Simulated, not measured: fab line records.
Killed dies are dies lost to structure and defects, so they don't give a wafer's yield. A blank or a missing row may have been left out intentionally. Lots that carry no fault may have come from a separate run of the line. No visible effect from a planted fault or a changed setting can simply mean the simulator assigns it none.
What tool caused it?    flow n5_finfet    21 lots, 63 wafers sampled, at 2 steps of a route of 1938

WHAT EACH GAUGE READ, for each wafer
N5_BEOL_M11_CD_MEAS_35: target cd 70 nm. Usual: 69.8 nm for cd_nm, sd 0.83.
lot   measured      on         cd_nm (nm)      flag
L074  day 11 09:52  cd_sem-01  68.0 69.2 68.0  
L075  day 11 10:17  cd_sem-01  68.6 68.2 69.3  
L076  day 12 02:49  cd_sem-01  70.1 71.1 71.7  
L078  day 12 03:29  cd_sem-03  70.6 70.9 70.7  
L081  day 12 13:40  cd_sem-03  69.9 69.9 70.8  
L082  day 12 23:35  cd_sem-01  68.3 68.9 70.0  
L080  day 13 02:07  cd_sem-01  69.0 69.3 70.4  
L079  day 13 02:16  cd_sem-02  70.5 69.4 70.6  
L084  day 13 07:36  cd_sem-02  69.5 70.8 69.7  
L083  day 13 15:32  cd_sem-01  69.8 69.1 71.1  
L086  day 13 18:38  cd_sem-03  69.2 69.7 68.9  
L085  day 13 23:41  cd_sem-02  70.7 69.1 69.9  
L090  day 14 07:59  cd_sem-03  69.6 69.2 71.4  
L087  day 14 19:18  cd_sem-03  69.8 68.5 69.7  
L088  day 14 22:23  cd_sem-01  70.1 70.0 70.3  
L089  day 15 01:49  cd_sem-01  70.2 69.7 69.9  
L091  day 15 17:08  cd_sem-01  70.1 70.7 70.3  
L093  day 15 17:35  cd_sem-01  70.3 70.2 69.6  
L095  day 16 17:49  cd_sem-01  70.1 69.7 70.5  
L097  day 16 20:37  cd_sem-02  71.3 69.9 70.9  
L096  day 16 20:49  cd_sem-02  69.0 69.3 69.3  

N5_BEOL_M12_CD_MEAS_17: target cd 140 nm. Usual: 141.0 nm for cd_nm, sd 1.9.
lot   measured      on         cd_nm (nm)         flag
L074  day 11 13:32  cd_sem-03  142.6 141.0 140.7  
L075  day 11 14:28  cd_sem-01  142.8 142.3 139.9  
L076  day 12 07:10  cd_sem-02  140.2 143.0 140.4  
L078  day 12 07:35  cd_sem-03  143.3 141.1 141.4  
L081  day 12 18:50  cd_sem-01  140.1 145.0 140.5  
L082  day 13 03:52  cd_sem-03  139.1 140.2 143.9  
L080  day 13 07:46  cd_sem-03  138.9 141.2 144.3  
L079  day 13 08:06  cd_sem-02  139.1 140.5 140.3  
L084  day 13 11:43  cd_sem-01  138.6 139.1 139.1  
L083  day 13 20:00  cd_sem-03  137.0 142.3 142.9  
L086  day 13 22:47  cd_sem-02  139.7 137.1 137.8  
L085  day 14 04:31  cd_sem-01  142.9 140.1 139.4  
L090  day 14 12:34  cd_sem-03  141.9 142.7 138.5  
L087  day 14 23:41  cd_sem-02  140.9 142.9 142.1  
L088  day 15 04:20  cd_sem-02  141.9 141.2 136.6  
L089  day 15 07:11  cd_sem-01  142.3 145.2 142.2  
L091  day 15 20:59  cd_sem-02  140.3 139.2 140.0  
L093  day 15 21:36  cd_sem-02  143.8 142.0 142.9  
L095  day 16 22:41  cd_sem-01  144.4 141.7 141.4  
L097  day 17 01:36  cd_sem-03  142.8 144.4 139.8  
L096  day 17 01:20  cd_sem-01  141.8 141.1 140.9  

TOOL THAT RAN EACH LOT (tool first, then ch and the chambers of the sampled wafers, then the start)
No process step before these readings appears in the record.

AS READ BY THE TOOLS THEMSELVES (means over the sampled wafers that have a number; for cases with no such wafer, the mark the record gives instead)
The record holds no such reading with a usual standard deviation.

THE ANSWER, worked out from the rows above alone
Rule: lot off if the mean of its wafers having a number is beyond 3 standard deviations from the usual mean. Also off: a lot with no number at a reading for which 4 or more lots have one. The other lots that the step has rows for count as sound. First the gauges in route order, then the tools' own readings, where a lot's mean is used as printed above. The first step at which some lot is off is used, and at that step the reading that is off furthest; a lot without a number counts as furthest.
Across all readings shown, no lot is off: no conclusion can be drawn from this.

WHAT THE SIMULATOR PUT IN
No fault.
